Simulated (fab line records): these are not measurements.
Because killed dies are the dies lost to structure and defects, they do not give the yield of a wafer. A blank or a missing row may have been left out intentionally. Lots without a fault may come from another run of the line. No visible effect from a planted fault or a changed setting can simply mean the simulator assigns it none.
8D (eight disciplines) problem report, filled in by code || flow nand_harc || the parts of the form that need people (team, actions taken, sign-off) are left out

1. PROBLEM STATEMENT
Wafers without a fault read 629.98 C with a standard deviation of 0.3, while susceptor_temp_C at NHARC_A_CHANNEL_FILL_D1_ALD_03 averages 606.92 C across 3 wafers of 1 lot. Measured from the usual mean, that is -77 standard deviations.
The step: deposits SiNx, target thk 6 nm, pulse time 60 s, ald cycles 58.
The first sign was on wafer L924.1 at day 15 08:50, on ald_sin_batch-03. The record has a number at this step for 24 wafers belonging to 8 lots. Rule for "out", or "out of limits": more than 4 standard deviations from the usual mean. Any other wafer with a number is counted as sound.

2. WHAT IT IS, AND WHAT IT ISN'T
{"question": "which readings at this step", "is": "susceptor_temp_C", "is not": "-"}
{"question": "which lots", "is": "L924", "is not": "L909, L910, L913, L915, L916, L930, L932"}
{"question": "which wafers of those lots", "is": "all that have a number", "is not": "-"}
{"question": "read on which tools", "is": "ald_sin_batch-03", "is not": "ald_sin_batch-01, ald_sin_batch-02"}
{"question": "when", "is": "from day 15 08:50", "is not": "up to then (15 sound wafers); but 6 sound wafers of L930, L932 came after"}

3. SUSPECTS, AND WHAT RULES EACH OUT
Counting: a tool stays on the suspect list if, at a process step up to the reading, it processed all lots that are out and no sound lot following the first of them.
- rie_diel-12 at NHARC_A_CHANNEL_HOLE_D1_ETCH_16 (etches the open film in O2/COS, target depth 3100 nm, time 806 s): kept. It ran the lot that is out, L924 (day 15 05:01), and no sound lot after that; its last sound lot up to then is L910 (day 9 02:35). Because NHARC_A_CHANNEL_HOLE_D1_ETCH_16 lacks a start for some lots, the hours and order of its lots are taken from NHARC_A_CHANNEL_HOLE_D1_CD_MEAS_30.
- ald_sin_batch-03 at NHARC_A_CHANNEL_FILL_D1_ALD_03 (deposits SiNx, target thk 6 nm, pulse time 60 s, ald cycles 58): ruled out as a lasting fault. After its first lot that is out, L924 (day 15 08:50), sound lots L932 ran on it.
Left after counting: rie_diel-12 at NHARC_A_CHANNEL_HOLE_D1_ETCH_16.

4. THE CAUSE (what the simulator had put in)
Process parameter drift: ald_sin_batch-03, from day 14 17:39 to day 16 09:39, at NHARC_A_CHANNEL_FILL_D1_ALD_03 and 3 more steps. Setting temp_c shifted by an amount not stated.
Counting ruled it out, wrongly.

5. SEQUENCE OF EFFECTS, ordered by route
Rows list readings where the struck wafers' mean (over those with a number) sits beyond 3 standard deviations from the usual. Scope: only readings with a usual standard deviation given in the record; hours: median across lots of the time from each lot's start at the first step in this table that gives one to its start at this step; sigmas: change in usual standard deviations.
{"hours": 0, "step": "NHARC_A_CHANNEL_FILL_D1_ALD_03", "reading": "susceptor_temp_C", "usual": "629.98 C", "on struck wafers": 606.92, "change": -23.06, "sigmas": -77}
It contains these process steps:
- NHARC_A_CHANNEL_FILL_D1_ALD_03: deposits SiNx, target thk 6 nm, pulse time 60 s, ald cycles 58.

6. HOW IT WOULD HAVE BEEN CAUGHT EARLIER
In this record the first reading out of limits was taken at day 15 08:50, 15 hours after the fault began at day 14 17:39.
